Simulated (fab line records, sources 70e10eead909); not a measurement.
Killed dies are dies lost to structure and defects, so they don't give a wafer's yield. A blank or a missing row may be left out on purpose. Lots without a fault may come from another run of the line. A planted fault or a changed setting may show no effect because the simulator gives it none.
Which tool did it? | flow nand_harc | 24 lots, 72 wafers sampled, at 6 steps of a route of 1302

WHAT THE GAUGES READ, wafer by wafer
NHARC_P_GATE_CD_MEAS_33. Usual: cd_nm 120.4 nm, standard deviation 1.7.
lot  | measured     | on        | cd_nm (nm)        | flag
L074 | day 5 00:28  | cd_sem-03 | 120.0 119.1 119.0 |
L075 | day 5 11:59  | cd_sem-02 | 118.8 119.8 120.0 |
L076 | day 6 00:59  | cd_sem-03 | 120.2 119.3 118.8 |
L078 | day 6 14:07  | cd_sem-01 | 118.7 118.2 119.5 |
L077 | day 6 14:48  | cd_sem-02 | 120.1 123.0 117.5 |
L079 | day 7 04:32  | cd_sem-02 | 120.3 122.6 120.9 |
L080 | day 7 11:13  | cd_sem-02 | 122.9 125.4 124.4 |
L081 | day 7 21:25  | cd_sem-01 | 123.6 121.7 120.2 |
L083 | day 8 12:48  | cd_sem-01 | 121.7 124.4 123.0 |
L082 | day 8 12:56  | cd_sem-02 | 118.7 120.1 119.2 |
L084 | day 9 01:01  | cd_sem-02 | 118.9 119.8 121.8 |
L085 | day 9 13:29  | cd_sem-03 | 118.1 123.1 118.2 |
L086 | day 10 02:49 | cd_sem-01 | 119.9 119.5 120.6 |
L088 | day 11 04:49 | cd_sem-01 | 122.6 118.0 121.2 |
L087 | day 11 05:34 | cd_sem-03 | 120.4 120.0 121.4 |
L089 | day 11 06:13 | cd_sem-01 | 119.0 121.0 123.6 |
L090 | day 11 20:37 | cd_sem-03 | 122.2 119.1 122.8 |
L091 | day 12 05:33 | cd_sem-01 | 119.0 118.1 117.4 |
L092 | day 12 14:37 | cd_sem-03 | 118.9 120.2 118.5 |
L093 | day 13 00:24 | cd_sem-03 | 121.1 120.6 122.3 |
L094 | day 13 07:25 | cd_sem-02 | 121.8 121.1 119.8 |
L095 | day 13 18:57 | cd_sem-03 | 118.5 120.2 119.2 |
L096 | day 14 02:19 | cd_sem-01 | 120.2 119.2 122.3 |
L097 | day 14 15:54 | cd_sem-03 | 119.0 118.5 119.8 |

NHARC_P_M0_CD_MEAS_09: target cd 90 nm. Usual: cd_nm 90.1 nm, standard deviation 0.49.
lot  | measured     | on        | cd_nm (nm)     | flag
L074 | day 5 23:40  | cd_sem-02 | 89.8 89.3 89.5 |
L075 | day 6 11:25  | cd_sem-01 | 89.5 90.1 90.3 |
L076 | day 7 00:23  | cd_sem-01 | 90.5 90.4 90.1 |
L078 | day 7 13:18  | cd_sem-03 | 89.9 90.4 90.2 |
L077 | day 7 13:57  | cd_sem-03 | 91.3 90.7 90.9 |
L079 | day 8 05:37  | cd_sem-02 | 90.7 90.3 90.2 |
L080 | day 8 10:21  | cd_sem-02 | 89.7 89.0 90.4 |
L081 | day 8 20:19  | cd_sem-03 | 90.3 90.1 89.4 |
L083 | day 9 12:17  | cd_sem-03 | 90.2 89.6 89.7 |
L082 | day 9 13:28  | cd_sem-02 | 90.8 91.3 90.6 |
L084 | day 10 00:07 | cd_sem-02 | 89.6 89.9 88.6 |
L085 | day 10 12:35 | cd_sem-02 | 89.2 89.8 90.2 |
L086 | day 11 02:11 | cd_sem-03 | 90.2 90.3 90.1 |
L088 | day 12 04:07 | cd_sem-01 | 90.1 90.1 89.7 |
L087 | day 12 04:43 | cd_sem-01 | 90.2 90.8 90.2 |
L089 | day 12 05:43 | cd_sem-01 | 90.2 90.5 90.0 |
L090 | day 12 19:49 | cd_sem-03 | 89.7 90.2 89.8 |
L091 | day 13 04:53 | cd_sem-02 | 90.5 90.7 90.4 |
L092 | day 13 13:46 | cd_sem-02 | 90.9 90.7 91.1 |
L093 | day 13 23:45 | cd_sem-03 | 89.9 89.7 90.2 |
L094 | day 14 06:45 | cd_sem-01 | 89.6 90.6 90.4 |
L095 | day 14 18:11 | cd_sem-03 | 91.1 90.3 90.6 |
L096 | day 15 01:34 | cd_sem-03 | 90.3 90.3 90.1 |
L097 | day 15 15:29 | cd_sem-01 | 89.2 90.3 89.4 |

WHICH TOOL RAN EACH LOT (tool, then ch and the chambers of the sampled wafers, then the start)
lot  | NHARC_P_GATE_ETCH_114                         | NHARC_P_GATE_DESCUM_48             | NHARC_P_CONTACT_ETCH_36                       | NHARC_P_CONTACT_DEGAS_38
L074 | rie_diel-03 ch 1,2, day 5 00:28 or earlier    | rie_diel-07 ch 1,2,3, day 5 11:40  | rie_diel-02 ch 0,3, day 5 21:16 or earlier    | pvd_sputter-02, day 5 21:16
L075 | rie_diel-12 ch 2,3, day 5 11:59 or earlier    | rie_diel-12 ch 1,2, day 5 23:14    | rie_diel-10 ch 0,1,2, day 6 08:59 or earlier  | pvd_sputter-02, day 6 08:59
L076 | rie_diel-12 ch 0,2,3, day 6 00:59 or earlier  | rie_diel-07 ch 0,3, day 6 12:06    | rie_diel-04 ch 1,2,3, day 6 22:01 or earlier  | pvd_sputter-02, day 6 22:01
L078 | rie_diel-12 ch 1,2,3, day 6 14:07 or earlier  | rie_diel-03 ch 0,3, day 7 01:15    | rie_diel-02 ch 1,2,3, day 7 11:02 or earlier  | pvd_sputter-01, day 7 11:02
L077 | rie_diel-03 ch 0,1,2, day 6 14:48 or earlier  | rie_diel-12 ch 0,1,2, day 7 01:54  | rie_diel-10 ch 0,2,3, day 7 11:32 or earlier  | pvd_sputter-03, day 7 11:32
L079 | rie_diel-07 ch 0,2,3, day 7 04:32 or earlier  | rie_diel-07 ch 0,1,2, day 7 17:37  | rie_diel-10 ch 0,2,3, day 8 03:16 or earlier  | pvd_sputter-01, day 8 03:16
L080 | rie_diel-07 ch 1,2,3, day 7 11:13 or earlier  | rie_diel-12 ch 1,2,3, day 7 22:17  | rie_diel-04 ch 0,1,2, day 8 08:04 or earlier  | pvd_sputter-01, day 8 08:04
L081 | rie_diel-07 ch 1,3, day 7 21:25 or earlier    | rie_diel-07 ch 0,2, day 8 08:31    | rie_diel-10 ch 0,2,3, day 8 17:55 or earlier  | pvd_sputter-01, day 8 17:55
L083 | rie_diel-03 ch 2,3, day 8 12:48 or earlier    | rie_diel-07 ch 0,1,3, day 8 23:44  | rie_diel-10 ch 2,3, day 9 09:29 or earlier    | pvd_sputter-01, day 9 09:29
L082 | rie_diel-07 ch 1,3, day 8 12:56 or earlier    | rie_diel-03 ch 0,2,3, day 9 00:08  | rie_diel-02 ch 1,2,3, day 9 10:00 or earlier  | pvd_sputter-03, day 9 10:00
L084 | rie_diel-07 ch 0,1, day 9 01:01 or earlier    | rie_diel-03 ch 0,2,3, day 9 12:10  | rie_diel-02 ch 2,3, day 9 21:43 or earlier    | pvd_sputter-02, day 9 21:43
L085 | rie_diel-07 ch 0,1,2, day 9 13:29 or earlier  | rie_diel-07 ch 0,1,3, day 10 00:39 | rie_diel-04 ch 1,2,3, day 10 10:10 or earlier | pvd_sputter-03, day 10 10:10
L086 | rie_diel-03 ch 0,1,2, day 10 02:49 or earlier | rie_diel-07 ch 1,2,3, day 10 14:00 | rie_diel-04 ch 0,1,2, day 10 23:52 or earlier | pvd_sputter-01, day 10 23:52
L088 | rie_diel-07 ch 1,2, day 11 04:49 or earlier   | rie_diel-12 ch 1,2, day 11 15:57   | rie_diel-04 ch 0,2,3, day 12 01:43 or earlier | pvd_sputter-03, day 12 01:43
L087 | rie_diel-12 ch 0,1,2, day 11 05:34 or earlier | rie_diel-03 ch 1,2,3, day 11 16:40 | rie_diel-10 ch 0,1,3, day 12 02:26 or earlier | pvd_sputter-01, day 12 02:26
L089 | rie_diel-03 ch 0,3, day 11 06:13 or earlier   | rie_diel-07 ch 2,3, day 11 17:19   | rie_diel-04 ch 0,1, day 12 03:19 or earlier   | pvd_sputter-03, day 12 03:19
L090 | rie_diel-07 ch 2,3, day 11 20:37 or earlier   | rie_diel-07 ch 0,1,2, day 12 07:49 | rie_diel-10 ch 0,2,3, day 12 17:26 or earlier | pvd_sputter-01, day 12 17:26
L091 | rie_diel-03 ch 0,2,3, day 12 05:33 or earlier | rie_diel-03 ch 1,2,3, day 12 16:47 | rie_diel-04 ch 1,2, day 13 02:38 or earlier   | pvd_sputter-01, day 13 02:38
L092 | rie_diel-12 ch 0,1,2, day 12 14:37 or earlier | rie_diel-07 ch 0,2,3, day 13 01:44 | rie_diel-02 ch 0,2,3, day 13 11:22 or earlier | pvd_sputter-03, day 13 11:22
L093 | rie_diel-12 ch 0,1,2, day 13 00:24 or earlier | rie_diel-03 ch 1,2, day 13 11:32   | rie_diel-04 ch 0,1,3, day 13 21:21 or earlier | pvd_sputter-02, day 13 21:21
L094 | rie_diel-12 ch 0,3, day 13 07:25 or earlier   | rie_diel-12 ch 0,2,3, day 13 18:43 | rie_diel-02 ch 0,1, day 14 04:23 or earlier   | pvd_sputter-03, day 14 04:23
L095 | rie_diel-03 ch 0,1, day 13 18:57 or earlier   | rie_diel-07 ch 1,3, day 14 06:07   | rie_diel-04 ch 0,1,2, day 14 15:46 or earlier | pvd_sputter-01, day 14 15:46
L096 | rie_diel-12 ch 0,2,3, day 14 02:19 or earlier | rie_diel-12 ch 0,2,3, day 14 13:28 | rie_diel-10 ch 0,2,3, day 14 23:17 or earlier | pvd_sputter-03, day 14 23:17
L097 | rie_diel-03 ch 1,2, day 14 15:54 or earlier   | rie_diel-12 ch 0,3, day 15 03:09   | rie_diel-02 ch 0,2, day 15 13:11 or earlier   | pvd_sputter-01, day 15 13:11
- NHARC_P_GATE_ETCH_114: etches the open film in CF4/O2, target depth 30 nm, overetch 3 nm, time 16.5 s.
- NHARC_P_GATE_DESCUM_48: chemistry O2, time 3 s.
- NHARC_P_CONTACT_ETCH_36: etches the open film in N2/H2, target depth 260 nm, time 406.25 s.
- NHARC_P_CONTACT_DEGAS_38: time 60 s.

WHAT THE TOOLS THEMSELVES READ (means of the sampled wafers that have a number; where no wafer has one, the mark that the record gives instead)
NHARC_P_GATE_ETCH_114. Usual: bias_w 100.0 W, standard deviation 0.3; drypump_motor_current_A 6.0 A, standard deviation 0.52; oes_product_au 1.001 a.u., standard deviation 0.0068; rf_vpp_V 197.9 V, standard deviation 1.2; showerhead_plenum_p_Torr 1.35 Torr, standard deviation 0.048; throttle_valve_pct 13.397 %, standard deviation 0.0095.
lot  | tool        | bias_w (W) | drypump_motor_current_A (A) | oes_product_au (a.u.) | rf_vpp_V (V) | showerhead_plenum_p_Torr (Torr) | throttle_valve_pct (%) | flag
L074 | rie_diel-03 | 100.2      | 6.0                         | 1.014                 | 196.6        | 1.29                            | 13.397                 |
L075 | rie_diel-12 | 99.9       | 6.1                         | 0.993                 | 198.2        | 1.36                            | 13.390                 |
L076 | rie_diel-12 | 100.1      | 5.7                         | 1.000                 | 197.9        | 1.35                            | 13.400                 |
L078 | rie_diel-12 | 100.1      | 6.2                         | 0.999                 | 198.1        | 1.37                            | 13.391                 |
L077 | rie_diel-03 | 100.0      | 6.1                         | 1.005                 | 198.4        | 1.31                            | 13.400                 |
L079 | rie_diel-07 | 99.9       | 6.0                         | 1.000                 | 198.6        | 1.38                            | 13.389                 |
L080 | rie_diel-07 | 99.7       | 6.0                         | 1.001                 | 198.7        | 1.38                            | 13.399                 |
L081 | rie_diel-07 | 100.1      | 6.1                         | 1.005                 | 199.0        | 1.38                            | 13.402                 |
L083 | rie_diel-03 | 100.4      | 5.9                         | 0.999                 | 196.0        | 1.26                            | 13.392                 |
L082 | rie_diel-07 | 100.2      | 6.1                         | 0.989                 | 198.5        | 1.38                            | 13.403                 |
L084 | rie_diel-07 | 100.1      | 6.5                         | 1.002                 | 198.8        | 1.41                            | 13.399                 |
L085 | rie_diel-07 | 100.3      | 6.2                         | 1.000                 | 198.8        | 1.39                            | 13.392                 |
L086 | rie_diel-03 | 100.0      | 6.1                         | 1.000                 | 196.7        | 1.31                            | 13.403                 |
L088 | rie_diel-07 | 99.7       | 6.2                         | 0.998                 | 198.6        | 1.40                            | 13.409                 |
L087 | rie_diel-12 | 100.3      | 5.8                         | 1.005                 | 198.3        | 1.36                            | 13.398                 |
L089 | rie_diel-03 | 100.1      | 6.0                         | 1.004                 | 197.5        | 1.30                            | 13.401                 |
L090 | rie_diel-07 | 99.9       | 5.8                         | 0.998                 | 198.6        | 1.37                            | 13.401                 |
L091 | rie_diel-03 | 99.7       | 5.9                         | 1.001                 | 196.9        | 1.28                            | 13.400                 |
L092 | rie_diel-12 | 100.0      | 5.8                         | 0.995                 | 199.0        | 1.36                            | 13.396                 |
L093 | rie_diel-12 | 99.9       | 5.8                         | 1.003                 | 198.1        | 1.36                            | 13.400                 |
L094 | rie_diel-12 | 100.0      | 5.1                         | 1.012                 | 197.4        | 1.32                            | 13.400                 |
L095 | rie_diel-03 | 99.8       | 6.2                         | 0.997                 | 197.5        | 1.32                            | 13.397                 |
L096 | rie_diel-12 | 100.1      | 5.7                         | 0.997                 | 198.0        | 1.35                            | 13.395                 |
L097 | rie_diel-03 | 100.2      | 6.0                         | 0.999                 | 196.5        | 1.28                            | 13.394                 |

NHARC_P_GATE_DESCUM_48. Usual: drypump_motor_current_A 6.0 A, standard deviation 0.47; oes_product_au 1.003 a.u., standard deviation 0.0069; rf_vpp_V 57.8 V, standard deviation 0.84; showerhead_plenum_p_Torr 1.94 Torr, standard deviation 0.07; throttle_valve_pct 11.312 %, standard deviation 0.009.
lot  | tool        | drypump_motor_current_A (A) | oes_product_au (a.u.) | rf_vpp_V (V) | showerhead_plenum_p_Torr (Torr) | throttle_valve_pct (%) | flag
L074 | rie_diel-07 | 6.0                         | 1.006                 | 58.2         | 1.98                            | 11.317                 |
L075 | rie_diel-12 | 6.3                         | 1.009                 | 58.5         | 1.98                            | 11.319                 |
L076 | rie_diel-07 | 6.1                         | 1.007                 | 58.0         | 1.97                            | 11.311                 |
L078 | rie_diel-03 | 6.0                         | 1.000                 | 57.6         | 1.87                            | 11.307                 |
L077 | rie_diel-12 | 5.8                         | 1.002                 | 56.6         | 1.96                            | 11.313                 |
L079 | rie_diel-07 | 6.2                         | 0.997                 | 58.2         | 2.00                            | 11.301                 |
L080 | rie_diel-12 | 6.2                         | 1.001                 | 57.6         | 1.96                            | 11.302                 |
L081 | rie_diel-07 | 6.2                         | 1.003                 | 57.5         | 1.99                            | 11.317                 |
L083 | rie_diel-07 | 6.3                         | 1.013                 | 58.2         | 2.00                            | 11.303                 |
L082 | rie_diel-03 | 5.9                         | 1.004                 | 58.3         | 1.84                            | 11.302                 |
L084 | rie_diel-03 | 5.9                         | 1.002                 | 57.1         | 1.84                            | 11.305                 |
L085 | rie_diel-07 | 6.3                         | 1.008                 | 58.4         | 2.00                            | 11.313                 |
L086 | rie_diel-07 | 6.0                         | 1.002                 | 57.7         | 1.98                            | 11.320                 |
L088 | rie_diel-12 | 6.4                         | 0.998                 | 58.4         | 2.00                            | 11.322                 |
L087 | rie_diel-03 | 6.1                         | 1.009                 | 58.2         | 1.84                            | 11.304                 |
L089 | rie_diel-07 | 5.8                         | 0.992                 | 58.2         | 1.96                            | 11.317                 |
L090 | rie_diel-07 | 6.2                         | 1.003                 | 57.9         | 2.00                            | 11.308                 |
L091 | rie_diel-03 | 6.1                         | 1.000                 | 57.0         | 1.84                            | 11.310                 |
L092 | rie_diel-07 | 6.0                         | 1.003                 | 58.7         | 1.97                            | 11.313                 |
L093 | rie_diel-03 | 6.0                         | 0.997                 | 57.5         | 1.84                            | 11.312                 |
L094 | rie_diel-12 | 5.7                         | 1.006                 | 58.6         | 1.94                            | 11.315                 |
L095 | rie_diel-07 | 6.1                         | 0.992                 | 58.8         | 1.98                            | 11.317                 |
L096 | rie_diel-12 | 5.7                         | 1.007                 | 57.8         | 1.94                            | 11.314                 |
L097 | rie_diel-12 | 5.1                         | 1.009                 | 57.7         | 1.90                            | 11.316                 |

NHARC_P_CONTACT_ETCH_36. Usual: bias_w 150.0 W, standard deviation 0.48; drypump_motor_current_A 5.9 A, standard deviation 0.51; oes_product_au 0.998 a.u., standard deviation 0.0069; rf_vpp_V 430.1 V, standard deviation 2.7; showerhead_plenum_p_Torr 2.02 Torr, standard deviation 0.096; throttle_valve_pct 14.170 %, standard deviation 0.0083.
lot  | tool        | bias_w (W) | drypump_motor_current_A (A) | oes_product_au (a.u.) | rf_vpp_V (V) | showerhead_plenum_p_Torr (Torr) | throttle_valve_pct (%) | flag
L074 | rie_diel-02 | 150.1      | 5.7                         | 0.999                 | 429.6        | 1.98                            | 14.166                 |
L075 | rie_diel-10 | 150.3      | 5.8                         | 0.998                 | 433.5        | 2.13                            | 14.177                 |
L076 | rie_diel-04 | 150.4      | 5.6                         | 0.998                 | 428.6        | 1.97                            | 14.172                 |
L078 | rie_diel-02 | 149.9      | 5.9                         | 1.002                 | 429.7        | 2.01                            | 14.169                 |
L077 | rie_diel-10 | 150.3      | 6.4                         | 0.994                 | 431.2        | 2.06                            | 14.173                 |
L079 | rie_diel-10 | 150.1      | 6.4                         | 0.999                 | 430.6        | 2.06                            | 14.169                 |
L080 | rie_diel-04 | 150.1      | 5.8                         | 0.998                 | 428.3        | 1.96                            | 14.171                 |
L081 | rie_diel-10 | 150.2      | 6.4                         | 0.999                 | 431.3        | 2.06                            | 14.157                 |
L083 | rie_diel-10 | 149.5      | 6.5                         | 1.004                 | 430.2        | 2.04                            | 14.177                 |
L082 | rie_diel-02 | 150.1      | 5.9                         | 0.997                 | 429.8        | 2.01                            | 14.169                 |
L084 | rie_diel-02 | 150.5      | 5.5                         | 0.999                 | 428.2        | 1.94                            | 14.161                 |
L085 | rie_diel-04 | 149.7      | 5.7                         | 0.986                 | 428.2        | 1.97                            | 14.162                 |
L086 | rie_diel-04 | 150.0      | 5.8                         | 1.002                 | 429.1        | 1.96                            | 14.172                 |
L088 | rie_diel-04 | 150.1      | 5.8                         | 1.001                 | 428.5        | 1.95                            | 14.166                 |
L087 | rie_diel-10 | 150.0      | 6.0                         | 1.001                 | 431.5        | 2.05                            | 14.171                 |
L089 | rie_diel-04 | 150.3      | 5.9                         | 0.995                 | 428.5        | 1.95                            | 14.172                 |
L090 | rie_diel-10 | 150.3      | 6.4                         | 0.991                 | 430.6        | 2.06                            | 14.169                 |
L091 | rie_diel-04 | 149.7      | 5.7                         | 0.994                 | 428.6        | 1.98                            | 14.175                 |
L092 | rie_diel-02 | 149.6      | 5.6                         | 0.989                 | 428.5        | 1.99                            | 14.169                 |
L093 | rie_diel-04 | 149.7      | 5.7                         | 1.000                 | 428.5        | 1.96                            | 14.169                 |
L094 | rie_diel-02 | 149.7      | 6.6                         | 1.001                 | 433.7        | 2.13                            | 14.167                 |
L095 | rie_diel-04 | 150.3      | 5.8                         | 0.998                 | 428.6        | 1.96                            | 14.163                 |
L096 | rie_diel-10 | 150.1      | 6.4                         | 1.000                 | 431.0        | 2.06                            | 14.174                 |
L097 | rie_diel-02 | 150.2      | 5.7                         | 0.999                 | 429.6        | 2.05                            | 14.177                 |

NHARC_P_CONTACT_DEGAS_38. Usual: heater_power_w 443 W, standard deviation 48.
lot  | tool           | heater_power_w (W) | flag
L074 | pvd_sputter-02 | 492                |
L075 | pvd_sputter-02 | 424                |
L076 | pvd_sputter-02 | 418                |
L078 | pvd_sputter-01 | 432                |
L077 | pvd_sputter-03 | 424                |
L079 | pvd_sputter-01 | 453                |
L080 | pvd_sputter-01 | 434                |
L081 | pvd_sputter-01 | 457                |
L083 | pvd_sputter-01 | 455                |
L082 | pvd_sputter-03 | 408                |
L084 | pvd_sputter-02 | 468                |
L085 | pvd_sputter-03 | 412                |
L086 | pvd_sputter-01 | 470                |
L088 | pvd_sputter-03 | 400                |
L087 | pvd_sputter-01 | 429                |
L089 | pvd_sputter-03 | 395                |
L090 | pvd_sputter-01 | 480                |
L091 | pvd_sputter-01 | 526                |
L092 | pvd_sputter-03 | 414                |
L093 | pvd_sputter-02 | 439                |
L094 | pvd_sputter-03 | 450                |
L095 | pvd_sputter-01 | 443                |
L096 | pvd_sputter-03 | 430                |
L097 | pvd_sputter-01 | 438                |

THE ANSWER, worked out from the rows above alone
Rule: a lot is off if the mean of its wafers that have a number lies more than 3 standard deviations from the usual mean. A lot without any number at a reading at which 4 lots or more have one is off too. The other lots that the step has rows for count as sound. The gauges are gone through in route order, then the tools' own readings, and for those a lot's mean is taken as printed above. The first step at which some lot is off is used, and at that step the reading that is off furthest; a lot without a number counts as furthest.
No lot is off at any reading shown: from this, nothing can be told.

WHAT THE SIMULATOR HAD PUT IN
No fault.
